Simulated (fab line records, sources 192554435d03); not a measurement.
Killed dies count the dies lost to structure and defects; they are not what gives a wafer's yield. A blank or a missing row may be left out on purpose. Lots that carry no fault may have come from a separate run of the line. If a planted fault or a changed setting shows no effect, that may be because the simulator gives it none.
Chamber matching ; flow n5_finfet ; N5_BEOL_M6_ETCH_62 on rie_diel-06 has 4 sister chambers
The step etches SOC in N2/H2, target depth 110 nm, overetch 22 nm, time 165 s. 8 wafers are shown with their chamber, then 7 later ones without.

## EACH WAFER AND ITS CHAMBER
wafer;chamber;showerhead_plenum_p_Torr (Torr);drypump_motor_current_A (A)
L079.2;3;2.66;5.1
L079.5;0;2.71;5.3
L081.5;2;2.70;5.4
L082.1;1;2.45;6.7
L082.4;2;2.69;5.4
L082.6;1;2.45;6.7
L089.4;0;2.70;5.3
L089.5;3;2.65;5.2

## WAFERS WITH NO CHAMBER GIVEN
wafer;showerhead_plenum_p_Torr (Torr);drypump_motor_current_A (A)
L089.6;2.69;5.4
L091.1;2.65;5.2
L091.4;2.68;5.4
L091.5;2.68;5.5
L097.1;2.64;5.1
L097.3;2.44;6.6
L097.5;2.64;5.1

## CHAMBER TAKEN BY EACH
wafer;from the rows above;in truth
L089.6;2;2
L091.1;3;3
L091.4;2;2
L091.5;2;2
L097.1;3;3
L097.3;1;1
L097.5;3;3
7 of 7 placed correctly. Can't be placed from these rows: 0. Number placed wrongly: 0.
How it was worked out, from the rows above alone: a wafer's distance from a chamber is the root of the sum, over the readings, of the square of ((its reading less the chamber's mean) divided by the reading's scatter). The wafer belongs to the nearest chamber; if the next one is less than 2 further off, it can't be placed. A chamber's mean is the mean of its shown wafers. How the scatter is found: for the shown wafers, subtract from each reading the mean of its chamber, square and add these, divide the total by (wafers less chambers), then take the root.
